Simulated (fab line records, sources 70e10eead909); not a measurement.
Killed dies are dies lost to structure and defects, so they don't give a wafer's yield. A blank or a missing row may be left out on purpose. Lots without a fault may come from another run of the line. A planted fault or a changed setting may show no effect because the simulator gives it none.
Chamber matching | flow nand_harc | NHARC_P_BONDPAD_STRIP_15 on rie_diel-09: 4 sister chambers
The step strips in O2. 14 wafers are shown with their chamber, then 6 later ones without.

WAFERS WITH THEIR CHAMBER
wafer  | chamber | showerhead_plenum_p_Torr (Torr) | drypump_motor_current_A (A) | oes_product_au (a.u.)
L701.1 | 3       | 3.69                            | 5.8                         | 1.009
L701.2 | 1       | 3.50                            | 6.1                         | 1.004
L701.6 | 0       | 3.41                            | 5.0                         | 1.001
L702.1 | 1       | 3.50                            | 6.1                         | 1.001
L702.4 | 3       | 3.69                            | 5.8                         | 0.999
L702.5 | 3       | 3.70                            | 5.8                         | 1.000
L707.3 | 0       | 3.40                            | 5.0                         | 1.002
L708.1 | 0       | 3.40                            | 4.9                         | 1.003
L712.2 | 2       | 3.38                            | 6.3                         | 1.014
L712.3 | 1       | 3.50                            | 6.1                         | 0.998
L712.4 | 3       | 3.69                            | 5.8                         | 0.994
L715.1 | 1       | 3.50                            | 6.1                         | 1.010
L715.2 | 2       | 3.38                            | 6.3                         | 1.010
L715.3 | 3       | 3.69                            | 5.7                         | 0.999

SIGNATURES (means of the wafers above)
reading                  | chamber 0 | chamber 1 | chamber 2 | chamber 3 | scatter within a chamber
showerhead_plenum_p_Torr | 3.4033    | 3.5000    | 3.3800    | 3.6920    | 0.00383
drypump_motor_current_A  | 4.967     | 6.100     | 6.300     | 5.780     | 0.0383
oes_product_au           | 1.00200   | 1.00325   | 1.01200   | 1.00020   | 0.00456
Rule: a wafer's distance from a chamber is the root of the sum, over the readings, of the square of ((its reading less the chamber's mean) divided by the reading's scatter). The wafer belongs to the nearest chamber; if the next one is less than 2 further off, it can't be placed. The scatter: the root of (the sum of the squares of (reading less its chamber's mean) over the shown wafers, divided by (wafers less chambers)).

WAFERS WITHOUT THEIR CHAMBER
wafer  | showerhead_plenum_p_Torr (Torr) | drypump_motor_current_A (A) | oes_product_au (a.u.)
L717.1 | 3.50                            | 6.1                         | 1.022
L717.4 | 3.69                            | 5.8                         | 0.996
L717.6 | 3.69                            | 5.8                         | 1.000
L718.1 | 3.50                            | 6.1                         | 1.011
L718.3 | 3.69                            | 5.7                         | 0.987
L718.5 | 3.50                            | 6.1                         | 1.016

WHICH CHAMBER EACH WENT THROUGH
wafer  | from the rows above | in truth
L717.1 | 1                   | 1
L717.4 | 3                   | 3
L717.6 | 3                   | 3
L718.1 | 1                   | 1
L718.3 | 3                   | 3
L718.5 | 1                   | 1
Placed correctly: 6 of 6. Can't be placed from these rows: 0. Placed wrongly: 0.
